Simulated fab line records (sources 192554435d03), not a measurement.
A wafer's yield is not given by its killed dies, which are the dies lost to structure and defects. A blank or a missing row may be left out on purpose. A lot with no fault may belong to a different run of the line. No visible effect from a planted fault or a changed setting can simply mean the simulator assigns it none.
A struck lot beside a sound one :: flow n5_finfet :: 16 out of 1938 route steps
Sound: the wafers L542.2, L542.3, L542.6. Wafers struck: L547.2, L547.3, L547.4. The cause is given at the end.
Per side, at each step with rows, come the tool, then ch with its chambers, and then its first start. Under that, the readings that differ: sound wafers :: struck wafers :: difference of the means :: sigmas: that difference in standard deviations of wafers without a fault.
alike: readings with means less than 2 such deviations apart, plus words and numbers identical on both sides. not compared: withheld readings, readings lacking a value on some wafer, bounds such as >300 that could conceal the same value, and numbers that have no deviation in the record and whose values overlap.
A row with sigmas, a row that says differs or no value, or rows on one side alone: a step with any of these is where the two part. Numbers that have no deviation but don't overlap get no sigmas and don't part them. A reading missing from all wafers of one side parts the sides only when that side holds two or more wafers.

first, 2 steps without rows for these wafers: N5_HKMG_FIN_STRIP_34 (strips in CF4); N5_HKMG_FIN_ETCH_35 (etches SOC in N2/H2, target depth 215.8 nm, time 243.4 s).
N5_HKMG_FIN_STRIP_92: strips SOC in N2/H2, time 20 s.
  sound on rie_diel-05 ch 0,1, day 6 15:52; struck on rie_diel-04 ch 0,3, day 7 21:35
  alike: drypump_motor_current_A, oes_product_au, rf_fwd_power_W, rf_vpp_V, showerhead_plenum_p_Torr, throttle_valve_pct
  not compared: rf_hours_counter_h
then, 1 step without rows for these wafers: N5_HKMG_FIN_WET_ETCH_18 (etches TiN in SC1, time 55 s, target depth 5.2 nm, rinse time 30 s).
N5_HKMG_FIN_STRIP_19: strips in N2/H2, time 360 s.
  sound on plasma_asher-02 ch 0,1, day 6 16:01; struck on plasma_asher-02 ch 0,1, day 7 21:44
  alike: drypump_motor_current_A, heater_power_w
  not compared: rf_hours_counter_h
N5_HKMG_FIN_ALD_91: deposits TiN, target thk 1 nm, pulse time 1 s, purge time 3 s.
  sound on ald_metal-02 ch 2,3, day 6 16:24; struck on ald_metal-03 ch 0,1,3, day 7 22:07
  alike: chamber_pressure_Torr, heater_power_w, precursor_pulse_height_rel, susceptor_temp_C
  not compared: since_wet_clean_h
then, 1 step without rows for these wafers: N5_HKMG_FIN_COAT_85 (time 60 s, resist thk 300 nm).
N5_HKMG_FIN_ETCH_86: etches SOC in N2/H2, stops on TiN, target depth 393.2 nm.
  sound on rie_diel-04 ch 0,1,2, day 6 16:44; struck on rie_diel-04 ch 0,3, day 7 22:27
  alike: drypump_motor_current_A, oes_product_au, rf_fwd_power_W, rf_vpp_V, showerhead_plenum_p_Torr, throttle_valve_pct
  not compared: rf_hours_counter_h
N5_HKMG_FIN_STRIP_89: strips SOC in N2/H2, time 20 s.
  sound on rie_diel-04 ch 0,1,2, day 6 16:48; struck on rie_diel-04 ch 0,3, day 7 22:31
  alike: drypump_motor_current_A, oes_product_au, rf_fwd_power_W, rf_vpp_V, showerhead_plenum_p_Torr, throttle_valve_pct
  not compared: rf_hours_counter_h
then, 3 steps without rows for these wafers: N5_HKMG_FIN_WET_ETCH_87 (etches TiN in SC1, time 154.2 s, target depth 4.7 nm, rinse time 30 s); N5_HKMG_FIN_STRIP_88 (strips in N2/H2, time 360 s); N5_HKMG_FIN_NWFM_ALD_20 (deposits TiAlC, target thk 2 nm, pulse time 3 s, purge time 2 s).
N5_HKMG_FIN_ALD_71: deposits TiN, target thk 1 nm, pulse time 1 s, purge time 3 s.
  sound on ald_metal-03 ch 1,2,3, day 6 17:28; struck on ald_metal-03 ch 1,2,3, day 7 23:14
reading: susceptor_temp_C (C)
sound: 400.23 399.97 400.23
struck: 403.78 404.06 403.83
difference: +3.75
sigmas: +16
  alike: chamber_pressure_Torr, heater_power_w, precursor_pulse_height_rel
  not compared: since_wet_clean_h
then, 1 step without rows for these wafers: N5_HKMG_FIN_COAT_66 (time 60 s, resist thk 300 nm).
-- record jumps: 5 days separate the struck wafers' starts on either side; left off in module HKMG_FIN, taken up again in module BEOL_M4, whose first shown step is the route's number 1111 --
N5_BEOL_M4_RC_MEAS_101:
  sound on prober-02 ch 0, day 11 17:26; struck on prober-01 ch 0, day 12 19:38
reading: ION_P (uA/um)
sound: 456 452 458
struck: 478 479 459
difference: +17
sigmas: +2

reading: VT_N (mV)
sound: 254 250 254
struck: 241 241 249
difference: -9
sigmas: -3
  alike: DIBL_N, DIBL_P, IOFF_N, IOFF_P, ION_N, SS_N, SS_P, VT_P
-- a jump in the record: the struck wafers' starts before and after are 6 days apart (it breaks off in module BEOL_M4 and resumes in module PASSIVATION, where the first step shown is number 1936 of the route) --
N5_PASSIVATION_PROBE_49:
  sound on prober-01 at day 17 05:39; struck on prober-02 at day 18 10:11
  alike: defect_limited_yield, killed_at_M0_to_M3, killed_at_M4_up, killed_at_contacts, killed_at_front_end, killed_at_other, killed_dies, killed_open, killed_short, sort_bin_4_leakage, sort_bin_5_function, sort_bin_6_memory, sort_bin_8_speed, sort_n_pass

## WHERE THEY PART
Last at N5_BEOL_M4_RC_MEAS_101 as far as this record goes, first at N5_HKMG_FIN_ALD_71. Later steps at which nothing parts them and some readings are alike: N5_PASSIVATION_PROBE_49.

WHY: what had been put in by the simulator
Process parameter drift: ald_metal-03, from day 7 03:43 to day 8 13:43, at N5_HKMG_FIN_ALD_71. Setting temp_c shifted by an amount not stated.
